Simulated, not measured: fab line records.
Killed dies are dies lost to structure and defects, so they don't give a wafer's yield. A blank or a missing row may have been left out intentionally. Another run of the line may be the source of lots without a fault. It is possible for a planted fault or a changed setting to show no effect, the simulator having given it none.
Matching of chambers	flow n5Finfet	N5_BEOL_M4_ETCH_70 on rieDiel-01 has 4 sister chambers
The step etches SOC in N2/H2, target depth 80 nm, overetch 24 nm, time 130 s. 4 wafers are shown with their chamber, then 7 later ones without.

== EACH WAFER AND ITS CHAMBER ==
wafer	chamber	throttleValvePct (%)
L959.5	1	17.8
L959.6	2	18.3
L961.1	0	18.1
L961.3	3	17.3

== WAFERS WHOSE CHAMBER IS MISSING ==
wafer	throttleValvePct (%)
L961.6	17.3
L965.1	18.1
L965.2	17.8
L965.6	18.4
L966.1	18.1
L966.4	18.4
L966.6	17.8

== CHAMBER TAKEN BY EACH ==
wafer	from the rows above	in truth
L961.6	3	3
L965.1	0	0
L965.2	1	1
L965.6	2	2
L966.1	0	0
L966.4	2	2
L966.6	1	1
7 of 7 placed correctly. Not placeable from these rows: 0. Placed wrongly: 0.
How it was worked out, from the rows above alone: a wafer's distance from a chamber is the root of the sum, over the readings, of the square of ((its reading less the chamber's mean) divided by the reading's scatter). If the next closest chamber is less than 2 further off than the closest, the wafer can't be placed; otherwise it belongs to the closest. The mean given for a chamber averages the wafers shown for that chamber. The scatter: root of mean squared gap, hidden wafer to nearest shown wafer, with one shown wafer a chamber.
